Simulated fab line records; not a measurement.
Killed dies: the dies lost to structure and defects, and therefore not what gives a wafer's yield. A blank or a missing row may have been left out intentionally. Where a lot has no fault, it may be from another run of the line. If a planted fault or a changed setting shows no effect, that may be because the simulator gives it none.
Matching of chambers / flow n5Finfet / 4 sister chambers for N5_MOL_CONTACT_COAG_CMP_28 on cmp-03
The step polishes, stops on SiNx, t overpolish 0.85 s, target thk 14.522 nm. 4 wafers are shown with their chamber, then 10 later ones without.

## WAFERS WITH THEIR CHAMBER
wafer=L089.1; chamber=3; motorCurrentA (A)=9.7
wafer=L089.6; chamber=2; motorCurrentA (A)=12.3
wafer=L090.3; chamber=0; motorCurrentA (A)=11.9
wafer=L090.4; chamber=1; motorCurrentA (A)=12.6

## WAFERS WHOSE CHAMBER IS MISSING
wafer=L090.6; motorCurrentA (A)=13.6
wafer=L092.3; motorCurrentA (A)=12.7
wafer=L092.5; motorCurrentA (A)=12.4
wafer=L092.6; motorCurrentA (A)=13.7
wafer=L093.2; motorCurrentA (A)=13.9
wafer=L093.3; motorCurrentA (A)=12.6
wafer=L093.4; motorCurrentA (A)=12.2
wafer=L095.2; motorCurrentA (A)=12.2
wafer=L095.5; motorCurrentA (A)=13.7
wafer=L095.6; motorCurrentA (A)=13.1

## EACH ONE'S CHAMBER
wafer=L090.6; from the rows above=can't be placed: 1 or 2 or 0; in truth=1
wafer=L092.3; from the rows above=can't be placed: 1 or 2 or 0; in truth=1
wafer=L092.5; from the rows above=can't be placed: 2 or 1 or 0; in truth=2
wafer=L092.6; from the rows above=can't be placed: 1 or 2 or 0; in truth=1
wafer=L093.2; from the rows above=can't be placed: 1 or 2 or 0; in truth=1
wafer=L093.3; from the rows above=can't be placed: 1 or 2 or 0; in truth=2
wafer=L093.4; from the rows above=can't be placed: 2 or 0 or 1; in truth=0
wafer=L095.2; from the rows above=can't be placed: 2 or 0 or 1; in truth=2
wafer=L095.5; from the rows above=can't be placed: 1 or 2 or 0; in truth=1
wafer=L095.6; from the rows above=can't be placed: 1 or 2 or 0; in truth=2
Correct placement for 0 of the 10. Can't be placed from these rows: 10 (the true chamber is among the candidates in 10). 0 placed wrongly.
How it was worked out, from the rows above alone: a wafer's distance from a chamber is the root of the sum, over the readings, of the square of ((its reading less the chamber's mean) divided by the reading's scatter). If the next closest chamber is less than 2 further off than the closest, the wafer can't be placed; otherwise it belongs to the closest. For every chamber, the mean is computed from those of its wafers that are shown. The scatter: with one shown wafer a chamber, the root of the mean of the squares of how far each hidden wafer lies from its nearest shown one.
